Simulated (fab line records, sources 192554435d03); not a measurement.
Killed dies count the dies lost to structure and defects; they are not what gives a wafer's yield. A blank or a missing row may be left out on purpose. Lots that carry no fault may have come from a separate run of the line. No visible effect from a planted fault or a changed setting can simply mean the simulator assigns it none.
Matching of chambers / flow n5Finfet / N5_MOL_CONTACT_COAG_DESCUM_45 on rieDiel-02 has 4 sister chambers
The step chemistry O2, time 7 s. 16 wafers are shown with their chamber, then 8 later ones without.

## WAFERS PAIRED WITH THEIR CHAMBERS
wafer=L075.3; chamber=2; drypumpMotorCurrentA (A)=6.5; showerheadPlenumPTorr (Torr)=2.02; throttleValvePct (%)=20.43
wafer=L075.4; chamber=0; drypumpMotorCurrentA (A)=5.3; showerheadPlenumPTorr (Torr)=2.22; throttleValvePct (%)=20.32
wafer=L075.6; chamber=1; drypumpMotorCurrentA (A)=5.6; showerheadPlenumPTorr (Torr)=2.07; throttleValvePct (%)=20.13
wafer=L080.1; chamber=1; drypumpMotorCurrentA (A)=5.6; showerheadPlenumPTorr (Torr)=2.06; throttleValvePct (%)=20.12
wafer=L080.5; chamber=1; drypumpMotorCurrentA (A)=5.7; showerheadPlenumPTorr (Torr)=2.06; throttleValvePct (%)=20.12
wafer=L080.6; chamber=2; drypumpMotorCurrentA (A)=6.5; showerheadPlenumPTorr (Torr)=2.02; throttleValvePct (%)=20.42
wafer=L081.2; chamber=2; drypumpMotorCurrentA (A)=6.5; showerheadPlenumPTorr (Torr)=2.01; throttleValvePct (%)=20.42
wafer=L081.5; chamber=0; drypumpMotorCurrentA (A)=5.3; showerheadPlenumPTorr (Torr)=2.21; throttleValvePct (%)=20.35
wafer=L081.6; chamber=3; drypumpMotorCurrentA (A)=6.8; showerheadPlenumPTorr (Torr)=2.24; throttleValvePct (%)=20.65
wafer=L084.2; chamber=1; drypumpMotorCurrentA (A)=5.7; showerheadPlenumPTorr (Torr)=2.06; throttleValvePct (%)=20.12
wafer=L084.3; chamber=0; drypumpMotorCurrentA (A)=5.3; showerheadPlenumPTorr (Torr)=2.21; throttleValvePct (%)=20.36
wafer=L084.6; chamber=2; drypumpMotorCurrentA (A)=6.5; showerheadPlenumPTorr (Torr)=2.01; throttleValvePct (%)=20.45
wafer=L085.1; chamber=1; drypumpMotorCurrentA (A)=5.6; showerheadPlenumPTorr (Torr)=2.06; throttleValvePct (%)=20.13
wafer=L085.4; chamber=3; drypumpMotorCurrentA (A)=6.8; showerheadPlenumPTorr (Torr)=2.24; throttleValvePct (%)=20.67
wafer=L085.5; chamber=0; drypumpMotorCurrentA (A)=5.3; showerheadPlenumPTorr (Torr)=2.21; throttleValvePct (%)=20.36
wafer=L092.2; chamber=3; drypumpMotorCurrentA (A)=6.8; showerheadPlenumPTorr (Torr)=2.23; throttleValvePct (%)=20.68

SIGNATURES, as means of the wafers listed above
reading=drypumpMotorCurrentA; chamber 0=5.300; chamber 1=5.640; chamber 2=6.500; chamber 3=6.800; scatter within a chamber=0.0316
reading=showerheadPlenumPTorr; chamber 0=2.2125; chamber 1=2.0620; chamber 2=2.0150; chamber 3=2.2367; scatter within a chamber=0.00518
reading=throttleValvePct; chamber 0=20.3475; chamber 1=20.1240; chamber 2=20.4300; chamber 3=20.6667; scatter within a chamber=0.0137
Rule: for each reading, subtract the chamber's mean from the wafer's reading, divide by that reading's scatter and square the result; add these up over the readings and take the root, which gives the wafer's distance from the chamber. If the next closest chamber is less than 2 further off than the closest, the wafer can't be placed; otherwise it belongs to the closest. The scatter is the square root of a quotient: the sum, over the shown wafers, of each reading's squared deviation from its chamber's mean, divided by wafers minus chambers.

## WAFERS MISSING THEIR CHAMBER
wafer=L092.5; drypumpMotorCurrentA (A)=6.4; showerheadPlenumPTorr (Torr)=2.01; throttleValvePct (%)=20.48
wafer=L092.6; drypumpMotorCurrentA (A)=5.6; showerheadPlenumPTorr (Torr)=2.05; throttleValvePct (%)=20.15
wafer=L094.1; drypumpMotorCurrentA (A)=6.8; showerheadPlenumPTorr (Torr)=2.23; throttleValvePct (%)=20.71
wafer=L094.4; drypumpMotorCurrentA (A)=5.3; showerheadPlenumPTorr (Torr)=2.20; throttleValvePct (%)=20.39
wafer=L094.6; drypumpMotorCurrentA (A)=5.3; showerheadPlenumPTorr (Torr)=2.20; throttleValvePct (%)=20.38
wafer=L096.3; drypumpMotorCurrentA (A)=6.8; showerheadPlenumPTorr (Torr)=2.23; throttleValvePct (%)=20.71
wafer=L096.4; drypumpMotorCurrentA (A)=6.5; showerheadPlenumPTorr (Torr)=2.00; throttleValvePct (%)=20.47
wafer=L096.5; drypumpMotorCurrentA (A)=6.5; showerheadPlenumPTorr (Torr)=2.00; throttleValvePct (%)=20.48

## CHAMBER TAKEN BY EACH
wafer=L092.5; from the rows above=2; in truth=2
wafer=L092.6; from the rows above=1; in truth=1
wafer=L094.1; from the rows above=3; in truth=3
wafer=L094.4; from the rows above=0; in truth=0
wafer=L094.6; from the rows above=0; in truth=0
wafer=L096.3; from the rows above=3; in truth=3
wafer=L096.4; from the rows above=2; in truth=2
wafer=L096.5; from the rows above=2; in truth=2
Placed correctly: 8 of 8. From these rows, 0 cannot be placed. 0 placed wrongly.
